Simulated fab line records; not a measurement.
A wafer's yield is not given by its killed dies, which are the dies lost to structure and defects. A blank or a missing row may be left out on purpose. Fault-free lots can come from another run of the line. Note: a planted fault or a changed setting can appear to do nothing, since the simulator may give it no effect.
fab line records	flow n5-finfet
record: lots: 7	wafers: 19	last-day: 18
route steps=1938 shown HKMG_FIN@457 GATE_CUT@465 BEOL_M4@1111 PASSIVATION@1936
lots with no fault: from the same line, run without faults
start-h: start of the lot's first displayed wafer, in hours after the record's first day	wait-h: hours from the lot's prior step to this one	" same as the row above	L1.1+2: a single row standing in for several wafers	- no value, or no start was given	* or withheld: withheld	< > ~ a bound
route shown NAME@n: NAME is a module with steps in the file, n the number in the route of the first one	usual: mean and standard deviation over wafers with no fault	same: alike in all rows	chamber/n: place in a boat	sites: the reading at each site	_std_site: standard deviation across them	_edge_site: mean of outer sites minus mean of inner sites	radius-mm: for every site, how far away it sits from the centre of the wafer	mask NAME#n: copy n	behind: the tool/chamber that last shaped the wafer	hold: the reason the lot was held/the length of the hold in hours/how it ended	device: whichever transistor did not switch (one of n, p or np)	end of line: at the end of the route, the tests of the same wafers	where a step has no rows: the recipe by itself	killed: dies that structure and defects cost at the first sort, which is not the same as the wafer's yield	map: a wafer's dies, marking killed ones x, the rest . and places with no die _
set.NAME: the setting that was run; set.NAME@STEP: the one run at that earlier step	model.NAME: the simulator's own value behind a step, which no gauge read
lots seen at some steps along the route; tables by step, rows by wafer
services: a tool's chamber out of use, with start hour (start-h, from the record's first day; less than 0 if before it), hours out, and reason
== steps ==
step: N5_HKMG_FIN_ALD_72
recipe: material: W	target-thk-a: 20	temp-c: 300	pressure-torr: 7.5	ald-precursor-family: WF6	ald-co-reactant: B2H6	pulse-time-s: 1	purge-time-s: 2	co-reactant-purge-time-s: 2	co-reactant-pulse-time-s: 3	ald-cycles: 7
step: N5_HKMG_FIN_W_FILL_22
recipe: material: W	target-thk-a: 600	temp-c: 400	pressure-torr: 39.4	time-s: 18.2
usual: heater-power-w: 854/98	throttle-valve-pct: 19.6/1.1
lot.wafer	tool	chamber	start-h	wait-h	heater-power-w	since-wet-clean-h	throttle-valve-pct
L118.3	cvd-w-01	0	97.21	0.0	846	-	20.5
L118.4	"	1	"	"	741	-	20.6
L118.6	"	0	"	"	834	-	20.5
L125.2	cvd-w-02	1	140.88	0.0	1009	309	18.2
L125.4	"	1	"	"	1001	-	18.4
L125.5	"	1	"	"	1001	-	18.2
L126.4	cvd-w-02	0	147.29	0.0	804	-	18.7
L126.6	"	0	"	"	813	-	18.8
L127.1	cvd-w-02	1	152.90	0.0	1034	321	18.3
L127.6	"	0	"	"	800	-	18.8
L128.2	cvd-w-02	0	158.42	0.0	815	326	18.9
L128.3	"	1	"	"	1012	-	18.3
L128.6	"	1	"	"	1000	-	18.1
L136.2	cvd-w-02	1	202.22	0.0	994	370	18.3
L136.3	"	1	"	"	1020	-	18.5
L136.6	"	1	"	"	1002	-	18.4
L137.1	cvd-w-01	1	213.91	0.0	745	896	21.1
L137.3	"	1	"	"	756	-	20.7
L137.5	"	0	"	"	858	-	20.9
step: N5_HKMG_FIN_PRECLEAN_83
recipe: chemistry: DIW	time-s: 57.5	temp-c: 23
step: N5_HKMG_FIN_SRD_84
recipe: dry-time-s: 32	dry: n2-spin	spin-rpm: 1500
step: N5_HKMG_FIN_CMP_23
recipe: stop-on: SiNx	t-overpolish-s: 10	post-cmp-clean: rinse-only	down-force-psi: 4	platen-rpm: 50.289	pad-velocity-m-s: 1.0006	target-thk-nm: 46.326
usual: edge-zone-pressure-frac: 0.999/0.0047	motor-current-A: 12.6/0.91	overpolish-run-s: 10.000/0.0083	retaining-ring-pressure-frac: 0.999/0.0053	slurry-flow-ml-min: 150.0/0.47	time-to-endpoint-s: 12.3/2.6
lot.wafer	tool	chamber	start-h	wait-h	edge-zone-pressure-frac	motor-current-A	overpolish-run-s	retaining-ring-pressure-frac	slurry-flow-ml-min	time-to-endpoint-s
L118.3	cmp-02	1	97.31	0.0	0.992	13.5	10.011	1.003	150.2	9.0
L118.4	"	0	"	"	0.999	11.7	10.002	1.009	149.5	15.6
L118.6	"	2	"	"	1.001	14.4	9.998	0.995	149.8	12.8
L125.2	cmp-01	0	141.15	0.2	0.997	11.1	10.003	0.992	149.6	12.6
L125.4	"	1	"	"	1.009	12.4	10.002	1.000	150.0	11.1
L125.5	"	2	"	"	1.007	11.4	9.983	0.989	150.1	7.7
L126.4	cmp-02	1	147.47	0.1	1.008	13.2	10.009	1.000	149.3	8.9
L126.6	"	1	"	"	1.002	12.8	9.994	0.988	149.5	9.4
L127.1	cmp-03	1	153.25	0.3	0.999	13.8	10.003	0.993	150.3	10.7
L127.6	"	2	"	"	0.999	11.9	9.995	0.992	150.0	11.9
L128.3	cmp-02	0	158.61	0.1	0.992	12.0	9.990	0.997	149.6	16.7
L128.2	"	2	"	"	0.996	14.0	10.009	0.993	149.5	10.3
L128.6	"	0	"	"	1.000	11.7	9.997	1.004	150.2	12.1
L136.2	cmp-01	2	202.33	0.0	1.003	11.7	9.988	0.994	150.2	10.0
L136.3	"	0	"	"	0.999	11.9	10.013	0.996	149.2	13.9
L136.6	"	2	"	"	1.002	11.6	9.983	1.002	150.1	8.2
L137.1	cmp-02	0	214.10	0.1	1.007	12.4	9.992	0.999	150.0	13.7
L137.3	"	2	"	"	1.003	13.3	9.990	1.001	150.1	10.7
L137.5	"	0	"	"	1.007	12.0	9.994	1.000	150.1	13.0
step: N5_HKMG_FIN_CMP_94
recipe: stop-on: SiNx	post-cmp-clean: w-dilute-nh4oh	t-overpolish-s: 4.7	down-force-psi: 4	platen-rpm: 50.289	pad-velocity-m-s: 1.0006	target-thk-nm: 43.299
usual: edge-zone-pressure-frac: 1.000/0.0053	motor-current-A: 12.7/0.91	retaining-ring-pressure-frac: 1.000/0.0047	slurry-flow-ml-min: 150.1/0.44
lot.wafer	tool	chamber	start-h	wait-h	edge-zone-pressure-frac	motor-current-A	retaining-ring-pressure-frac	slurry-flow-ml-min
L118.3	cmp-02	1	97.79	0.4	0.997	13.4	0.992	149.7
L118.4	"	0	"	"	0.993	12.4	1.000	150.5
L118.6	"	2	"	"	1.002	14.4	1.001	150.1
L125.2	cmp-01	0	141.53	0.3	0.997	11.3	1.004	150.0
L125.4	"	1	"	"	1.013	12.6	0.990	150.3
L125.5	"	2	"	"	1.001	11.6	1.004	150.3
L126.4	cmp-02	1	147.90	0.3	0.996	13.4	1.002	150.1
L126.6	"	1	"	"	0.999	14.0	1.004	149.1
L127.1	cmp-03	1	153.58	0.2	0.996	13.4	1.002	150.2
L127.6	"	2	"	"	1.002	12.5	0.987	150.6
L128.3	cmp-02	0	159.04	0.3	1.001	11.8	1.000	150.2
L128.2	"	2	"	"	0.992	13.3	1.004	148.9
L128.6	"	0	"	"	1.005	12.3	0.995	150.4
L136.2	cmp-01	2	202.81	0.4	1.002	11.7	0.994	150.6
L136.3	"	0	"	"	1.005	12.3	0.995	149.9
L136.6	"	2	"	"	1.001	11.8	1.008	150.2
L137.1	cmp-02	0	214.53	0.3	1.005	12.8	0.994	149.8
L137.3	"	2	"	"	1.002	14.0	0.996	150.5
L137.5	"	0	"	"	1.001	12.2	0.992	150.1
step: N5_HKMG_FIN_INSPECT_28
recipe: inspect-instrument: darkfield	mode: post-cmp
usual: raw-defect-count: 38/19
lot.wafer	tool	chamber	start-h	wait-h	raw-defect-count
L118.3	defect-inspect-01	-	98.02	0.0	22
L118.4	"	-	"	"	21
L118.6	"	-	"	"	26
L125.2	defect-inspect-02	-	141.70	0.0	31
L125.4	"	-	"	"	27
L125.5	"	-	"	"	23
L126.4	defect-inspect-02	-	148.10	0.0	33
L126.6	"	-	"	"	37
L127.1	defect-inspect-01	-	153.72	0.0	39
L127.6	"	-	"	"	39
L128.2	defect-inspect-01	-	159.24	0.0	64
L128.3	"	-	"	"	39
L128.6	"	-	"	"	21
L136.2	defect-inspect-02	-	203.04	0.0	40
L136.3	"	-	"	"	41
L136.6	"	-	"	"	34
L137.1	defect-inspect-01	-	214.73	0.0	11
L137.3	"	-	"	"	46
L137.5	"	-	"	"	35
step: N5_GATE_CUT_ETCHBACK_00
recipe: chemistry: SF6/Cl2	target: W	pressure-mtorr: 8	icp-w: 900	bias-w: 80	SF6_flow_sccm: 40	Cl2_flow_sccm: 60
step: N5_GATE_CUT_ETCH_56
recipe: chemistry: Cl2/Ar	target: TiN	target-depth-a: 216	pressure-mtorr: 10	icp-w: 600	bias-w: 60	Cl2_flow_sccm: 40	Ar_flow_sccm: 60
step: N5_GATE_CUT_ETCHBACK_30
recipe: chemistry: Cl2/Ar	target: TiN	target-depth-a: 30	mode: isotropic	pressure-mtorr: 10	icp-w: 600	bias-w: 60	Cl2_flow_sccm: 40	Ar_flow_sccm: 60
usual: drypump-motor-current-A: 5.6/0.41	oes_ar_750_au: 0.80/0.1	oes-product-au: 0.80/0.099	throttle-valve-pct: 20.71/0.23
lot.wafer	tool	chamber	start-h	wait-h	drypump-motor-current-A	oes_ar_750_au	oes-product-au	rf-hours-counter-h	throttle-valve-pct
L118.3	rie-metal-03	1	98.28	0.0	4.9	0.95	0.94	-	20.88
L118.4	"	0	"	"	6.0	0.72	0.72	-	20.87
L118.6	"	1	"	"	4.9	0.94	0.95	-	20.86
L125.2	rie-metal-01	0	141.95	0.1	5.9	0.80	0.79	34	20.32
L125.4	"	0	"	"	6.0	0.80	0.79	-	20.30
L125.5	"	1	"	"	5.8	0.70	0.70	-	20.67
L126.4	rie-metal-01	1	148.35	0.0	5.8	0.69	0.70	-	20.68
L126.6	"	1	"	"	5.8	0.70	0.70	-	20.68
L127.1	rie-metal-01	1	153.97	0.1	5.9	0.70	0.69	89	20.69
L127.6	"	0	"	"	5.9	0.80	0.78	-	20.31
L128.2	rie-metal-02	1	159.70	0.1	5.5	0.92	0.88	-	20.87
L128.3	"	1	"	"	5.5	0.92	0.87	-	20.89
L128.6	"	1	"	"	5.5	0.92	0.89	-	20.87
L136.2	rie-metal-01	1	203.29	0.1	5.8	0.69	0.69	94	20.70
L136.3	"	0	"	"	5.9	0.78	0.76	-	20.33
L136.6	"	1	"	"	5.8	0.68	0.68	-	20.71
L137.1	rie-metal-03	1	214.98	0.1	4.9	0.87	0.87	12	20.88
L137.3	"	1	"	"	4.9	0.88	0.88	-	20.89
L137.5	"	1	"	"	4.9	0.88	0.87	-	20.90
step: N5_GATE_CUT_VAPOR_ETCH_60
recipe: chemistry: BCl3/Cl2	target: HfO2	mode: isotropic
usual: drypump-motor-current-A: 5.6/0.41	oes-product-au: 0.80/0.098
lot.wafer	tool	chamber	start-h	wait-h	drypump-motor-current-A	oes-product-au
L118.3	rie-metal-03	1	98.31	0.0	4.9	0.95
L118.4	"	0	"	"	6.0	0.73
L118.6	"	1	"	"	4.9	0.95
L125.2	rie-metal-01	0	141.98	0.0	5.9	0.79
L125.4	"	0	"	"	5.9	0.79
L125.5	"	1	"	"	5.8	0.69
L126.4	rie-metal-01	1	148.38	0.0	5.9	0.69
L126.6	"	1	"	"	5.8	0.69
L127.1	rie-metal-01	1	154.00	0.0	5.9	0.69
L127.6	"	0	"	"	5.9	0.78
L128.2	rie-metal-02	1	159.76	0.1	5.5	0.86
L128.3	"	1	"	"	5.6	0.87
L128.6	"	1	"	"	5.5	0.87
L136.2	rie-metal-01	1	203.32	0.0	5.8	0.69
L136.3	"	0	"	"	5.9	0.76
L136.6	"	1	"	"	5.9	0.68
L137.1	rie-metal-03	1	215.01	0.0	4.9	0.88
L137.3	"	1	"	"	4.9	0.88
L137.5	"	1	"	"	4.9	0.89
step: N5_GATE_CUT_ETCH_58
recipe: chemistry: CH3F/O2	target: SiNx	target-depth-a: 170	time-s: 128.6	ion-energy-ev: 50	pressure-mtorr: 30	source-w: 415	bias-w: 21	Ar_flow_sccm: 150	CH3F_flow_sccm: 30	O2_flow_sccm: 20
usual: CH3F_flow_sccm: 29.99/0.088	drypump-motor-current-A: 5.9/0.41	oes-product-au: 0.75/0.068	rf-vpp-V: 99.3/0.93	showerhead-plenum-p-Torr: 2.04/0.048	throttle-valve-pct: 16.40/0.29
lot.wafer	tool	chamber	start-h	wait-h	CH3F_flow_sccm	drypump-motor-current-A	oes-product-au	rf-hours-counter-h	rf-vpp-V	showerhead-plenum-p-Torr	throttle-valve-pct	model.etch.depth-nm	model.SiNx_of_SDB_ALD_29.thk-nm
L118.3	rie-diel-06	0	98.35	0.0	29.96	5.4	0.73	168	99.4	1.99	16.71	16.93	24.8
L118.4	"	3	"	"	29.97	5.9	0.72	176	97.5	1.91	16.58	16.52	24.6
L118.6	"	2	"	"	30.11	5.5	0.84	-	98.2	1.95	16.19	17.26	24.6
L125.2	rie-diel-04	3	142.03	0.0	29.92	5.3	0.74	175	98.8	2.08	16.63	16.6	24.6
L125.4	"	0	"	"	30.04	6.1	0.76	54	99.1	2.02	15.78	13.71	25
L125.5	"	0	"	"	30.08	6.1	0.87	-	98.8	2.02	15.82	16.76	24.4
L126.4	rie-diel-04	1	148.44	0.0	29.92	6.4	0.66	133	99.4	2.11	16.40	13.48	25
L126.6	"	1	"	"	30.01	6.3	0.75	-	100.0	2.11	16.38	16.45	24.6
L127.1	rie-diel-04	1	154.22	0.2	30.06	6.3	0.68	135	99.8	2.11	16.39	13.79	25
L127.6	"	0	"	"	29.90	6.1	0.87	-	99.7	2.02	15.81	16.97	24.6
L128.2	rie-diel-03	1	159.96	0.2	29.83	5.7	0.69	192	100.4	2.07	16.46	16.44	24.6
L128.3	"	0	"	"	29.99	6.2	0.70	228	99.8	2.06	16.66	16.83	24.6
L128.6	"	3	"	"	30.01	6.3	0.67	-	99.3	2.05	16.34	16.3	24.6
L136.2	rie-diel-03	3	203.44	0.1	29.83	6.3	0.93	5	98.1	2.04	15.84	16.45	24.8
L136.3	"	2	"	"	30.05	5.7	0.82	79	98.4	1.96	16.20	17.42	24.6
L136.6	"	0	"	"	30.00	6.2	0.68	-	99.5	2.05	16.70	16.7	24.6
L137.1	rie-diel-04	0	215.06	0.0	29.96	6.1	0.83	77	99.2	2.02	15.87	16.57	24.6
L137.3	"	3	"	"	29.89	5.4	0.72	198	99.4	2.07	16.68	16.59	24.8
L137.5	"	0	"	"	29.98	6.1	0.83	-	100.0	2.02	15.85	16.48	24.6
step: N5_GATE_CUT_STRIP_59
recipe: chemistry: N2/H2	time-s: 20	power-w: 100	temp-c: 40	pressure-mtorr: 100	rf-frequency-hz: 6e+07	bias-power-w: 3	n2-flow-sccm: 300	h2-flow-sccm: 300
step: N5_BEOL_M4_RC_MEAS_101
usual: DIBL_N: 36.3/1.8	DIBL_P: 36.5/2.1	IOFF_N: 0.16/0.031	IOFF_P: 0.22/0.038	ION_N: 677/12	ION_P: 466/7.8	SS_N: 71.5/0.61	SS_P: 73.2/0.7	VT_N: 249/3	VT_P: -248.9/3
lot.wafer	tool	chamber	start-h	wait-h	DIBL_N[mV/V]	DIBL_P[mV/V]	IOFF_N[nA/um]	IOFF_P[nA/um]	ION_N[uA/um]	ION_P[uA/um]	SS_N[mV/dec]	SS_P[mV/dec]	VT_N[mV]	VT_P[mV]
L118.3	prober-02	0	201.48	1.1	38.6	39.4	0.19	0.24	676	460	72.7	73.6	246	-248.4
L118.4	"	0	"	"	34.9	34.6	0.12	0.17	667	461	72.1	72.9	255	-252.3
L118.6	"	0	"	"	39.2	39.7	0.21	0.24	674	455	72.3	74.1	249	-247.5
L125.2	prober-01	0	236.95	0.2	36.4	35.9	0.14	0.20	676	473	71.2	72.5	251	-250.9
L125.4	"	0	"	"	39.8	38.5	0.19	0.24	682	465	71.5	73.9	247	-249.4
L125.5	"	0	"	"	37.5	35.8	0.15	0.19	674	460	71.9	73.0	253	-252.9
L127.1	prober-01	0	248.99	0.0	34.7	34.1	0.12	0.18	667	459	71.1	72.5	255	-251.3
L127.6	"	0	"	"	36.4	37.0	0.15	0.24	677	468	71.5	73.6	251	-248.7
L126.4	prober-02	0	249.18	0.5	36.6	35.6	0.18	0.23	686	470	71.3	73.3	246	-248.0
L126.6	"	0	"	"	36.9	36.5	0.18	0.25	675	463	71.5	73.8	248	-245.0
L128.2	prober-01	0	264.05	0.2	36.7	35.1	0.15	0.21	663	463	71.4	73.7	251	-250.2
L128.3	"	0	"	"	39.5	39.3	0.22	0.29	689	476	72.7	74.1	247	-245.2
L128.6	"	0	"	"	36.9	35.9	0.15	0.22	669	471	72.7	74.0	249	-251.2
L136.2	prober-02	0	307.84	0.2	33.4	33.2	0.12	0.16	657	459	70.7	71.8	253	-252.4
L136.3	"	0	"	"	34.7	35.0	0.13	0.19	671	462	71.4	72.5	254	-249.9
L136.6	"	0	"	"	34.0	34.9	0.13	0.19	680	471	70.4	73.4	251	-250.9
L137.1	prober-01	0	316.30	0.0	35.0	35.3	0.14	0.22	685	479	71.6	73.0	251	-248.2
L137.3	"	0	"	"	36.7	37.8	0.17	0.25	675	471	71.2	73.9	249	-245.9
L137.5	"	0	"	"	34.5	35.2	0.14	0.21	689	477	71.6	72.5	250	-250.0
step: N5_PASSIVATION_PROBE_49
usual: defect-limited-yield: 91.2/1.5	killed_at_M0_to_M3: 33/9.6	killed_at_M4_up: 14/5.6	killed-at-contacts: 14/5.5	killed-at-front-end: 40/13	killed-at-other: 4/3	killed-dies: 104/17	killed-open: 68/13	killed-short: 33/7.2	sort_bin_5_function: 5.2/0.95	sort_bin_6_memory: 3.3/0.62	sort-n-pass: 1076/17	sort-yield-pct: 91.2/1.5
same: gross-dies: 1180	killed-at-back-side: 0	sort_bin_4_leakage[%]: 0	sort_bin_8_speed[%]: 0
lot.wafer	tool	chamber	start-h	wait-h	defect-limited-yield[%]	killed_at_M0_to_M3	killed_at_M4_up	killed-at-contacts	killed-at-front-end	killed-at-other	killed-dies	killed-open	killed-short	sort_bin_5_function[%]	sort_bin_6_memory[%]	sort-n-pass	sort-yield-pct[%]
L118.3	prober-02	-	315.73	0.1	92.3	32	6	8	41	4	91	69	22	4.2	3.4	1089	92.3
L118.4	prober-02	-	315.78	0.2	91.1	47	12	16	26	4	105	67	38	5.3	3.6	1075	91.1
L118.6	prober-02	-	315.88	0.3	90.2	39	10	15	48	4	116	65	50	5.2	3.9	1064	90.2
L125.2	prober-02	-	341.97	0.1	91.7	32	13	15	38	0	98	68	27	4.6	3.3	1082	91.7
L125.4	prober-02	-	342.07	0.2	90.1	42	11	16	45	3	117	84	31	6.0	3.6	1063	90.1
L125.5	prober-02	-	342.12	0.2	88.8	37	15	14	61	5	132	87	44	7.0	3.7	1048	88.8
L127.1	prober-02	-	346.85	0.0	93.4	16	8	13	33	8	78	55	23	3.5	3.1	1102	93.4
L127.6	prober-02	-	347.10	0.3	92.7	12	11	13	49	1	86	58	28	4.5	2.6	1094	92.7
L126.6	prober-01	-	360.49	0.3	92.8	22	14	21	24	4	85	63	20	4.5	2.6	1095	92.8
L128.2	prober-01	-	372.62	0.1	92.2	37	9	11	32	3	92	64	24	4.7	2.9	1088	92.2
L128.3	prober-01	-	372.67	0.1	90.8	34	11	14	40	9	108	58	47	5.2	3.6	1072	90.8
L128.6	prober-01	-	372.82	0.3	91.3	32	8	23	34	6	103	65	27	4.7	3.4	1077	91.3
killed by level:class
L118.3 FIN_SAQP:geometric-particle:open=11 DUMMY_GATE:geometric-particle:open=11 BEOL_M2:geometric-particle:open=9 MOL_CONTACT_COAG:geometric-particle:open=8 BEOL_M0_SAQP:geometric-particle:open=6 BEOL_M0_SAQP:geometric-particle:short=6 FIN_SAQP:geometric-particle:short=5 STI_FIN_REVEAL:geometric-particle:open=5
L118.4 MOL_CONTACT_COAG:geometric-particle:open=11 BEOL_M3:geometric-particle:open=11 FIN_SAQP:geometric-particle:short=8 BEOL_M0_SAQP:geometric-particle:open=8 BEOL_M0_SAQP:geometric-particle:short=7 BEOL_M0:geometric-particle:open=7 BEOL_M2:geometric-particle:open=6 MOL_CONTACT_COAG:geometric-particle:short=5
L118.6 FIN_SAQP:geometric-particle:short=13 FIN_SAQP:geometric-particle:open=11 MOL_CONTACT_COAG:geometric-particle:open=11 BEOL_M0_SAQP:geometric-particle:short=8 STARTING-WAFER:geometric-particle:short=7 BEOL_M2:geometric-particle:open=6 BEOL_M2:geometric-particle:short=5 BEOL_M3:geometric-particle:open=5
L125.2 MOL_CONTACT_COAG:geometric-particle:open=14 BEOL_M0_SAQP:geometric-particle:open=13 FIN_SAQP:geometric-particle:open=12 FIN_SAQP:geometric-particle:short=8 BEOL_M0_SAQP:geometric-particle:short=7 BEOL_M1:geometric-particle:open=7 DUMMY_GATE:geometric-particle:open=5 BEOL_M4:geometric-particle:open=5
L125.4 DUMMY_GATE:geometric-particle:open=17 FIN_SAQP:geometric-particle:open=15 MOL_CONTACT_COAG:geometric-particle:open=13 BEOL_M1:geometric-particle:open=10 BEOL_M0_SAQP:geometric-particle:short=9 BEOL_M0_SAQP:geometric-particle:open=9 FIN_SAQP:geometric-particle:short=7 BEOL_M4:geometric-particle:open=6
L125.5 FIN_SAQP:geometric-particle:open=24 FIN_SAQP:geometric-particle:short=15 MOL_CONTACT_COAG:geometric-particle:open=13 BEOL_M0_SAQP:geometric-particle:short=9 BEOL_M0_SAQP:geometric-particle:open=9 BEOL_M1:geometric-particle:open=7 BEOL_M4:geometric-particle:open=6 GATE_CUT:geometric-particle:short=4
L127.1 MOL_CONTACT_COAG:geometric-particle:open=10 DUMMY_GATE:geometric-particle:open=8 FIN_SAQP:geometric-particle:open=7 GATE_CUT:geometric-particle:short=6 STI_FIN_REVEAL:geometric-particle:open=5 BEOL_M2:geometric-particle:open=5 BEOL_M0_SAQP:geometric-particle:open=4 MOL_CONTACT_COAG:geometric-particle:short=3
L127.6 FIN_SAQP:geometric-particle:open=11 MOL_CONTACT_COAG:geometric-particle:open=10 FIN_SAQP:geometric-particle:short=8 GATE_CUT:geometric-particle:short=8 STARTING-WAFER:geometric-particle:open=6 STI_FIN_REVEAL:geometric-particle:open=5 DUMMY_GATE:geometric-particle:open=5 BEOL_M2:geometric-particle:open=4
L126.6 MOL_CONTACT_COAG:geometric-particle:open=17 BEOL_M4:geometric-particle:open=7 FIN_SAQP:geometric-particle:open=6 BEOL_M1:geometric-particle:open=6 DUMMY_GATE:geometric-particle:open=4 BEOL_M3:geometric-particle:open=4 MOL_CONTACT_COAG:geometric-particle:short=4 BEOL_M2:geometric-particle:open=4
L128.2 STI_FIN_REVEAL:geometric-particle:open=10 BEOL_M0_SAQP:geometric-particle:open=9 BEOL_M2:geometric-particle:open=9 BEOL_M0_SAQP:geometric-particle:short=8 MOL_CONTACT_COAG:geometric-particle:open=8 BEOL_M1:geometric-particle:open=6 DUMMY_GATE:geometric-particle:open=5 FIN_SAQP:geometric-particle:open=3
L128.3 GATE_CUT:geometric-particle:short=11 BEOL_M0_SAQP:geometric-particle:open=11 MOL_CONTACT_COAG:geometric-particle:open=10 BEOL_M0_SAQP:geometric-particle:short=8 FIN_SAQP:geometric-particle:short=7 FIN_SAQP:geometric-particle:open=6 BEOL_M1:geometric-particle:open=5 PASS1_DEP:geometric-particle:short=5
L128.6 MOL_CONTACT_COAG:geometric-particle:open=18 STI_FIN_REVEAL:geometric-particle:open=9 BEOL_M2:geometric-particle:open=8 BEOL_M1:geometric-particle:open=6 BEOL_M0_SAQP:geometric-particle:short=5 STARTING-WAFER:geometric-particle:open=5 HKMG_FIN:area-etch=5 BEOL_M0_SAQP:geometric-particle:open=4
== services ==
tool	chamber	start-h	hours	kind
rie-diel-04	1	73.95	1.3	repair
cmp-03	-	74.08	5.6	pm
cmp-01	-	75.45	0.9	repair
cmp-01	-	84.11	1.6	repair
cmp-01	-	89.03	4.0	pm
rie-diel-03	2	91.92	5.7	repair
cmp-01	-	93.03	-	consumable-replace:conditioner
cmp-01	-	93.03	-	consumable-replace:pad
rie-diel-03	2	104.37	62.3	repair
cmp-02	-	104.74	0.3	repair
cmp-03	-	109.62	1.0	repair
cvd-w-01	-	116.11	2.1	repair
rie-diel-04	-	122.71	2.8	pm
rie-metal-02	0	150.13	-	clean
rie-metal-02	0	150.13	25.4	scheduled-down
rie-metal-02	0	150.13	25.4	vent-cycle
cvd-w-01	1	159.87	1.9	repair
cvd-w-02	-	166.20	4.3	pm
rie-diel-03	3	166.76	-	clean
cmp-01	-	168.40	1.6	repair
cmp-02	-	183.85	5.1	pm
rie-metal-02	1	198.71	15.0	repair
rie-diel-06	0	211.47	8.5	repair
cmp-03	-	211.73	4.0	pm
== key ==
first-sign none at tools or gauges
model-effect: step: N5_GATE_CUT_ETCH_58	value: etch.depth-nm	without: 16.66	struck: 13.66
met-at N5_GATE_CUT_ETCH_58
struck-wafers L125.4,L126.4,L127.1
fault: kind: process-parameter-drift	tool: rie-diel-04	chamber: -	onset-h: 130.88	steps: N5_GATE_CUT_ETCH_58	channel: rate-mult	offset: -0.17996	shape: step	end-h: 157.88	scope: struck-wafers-only
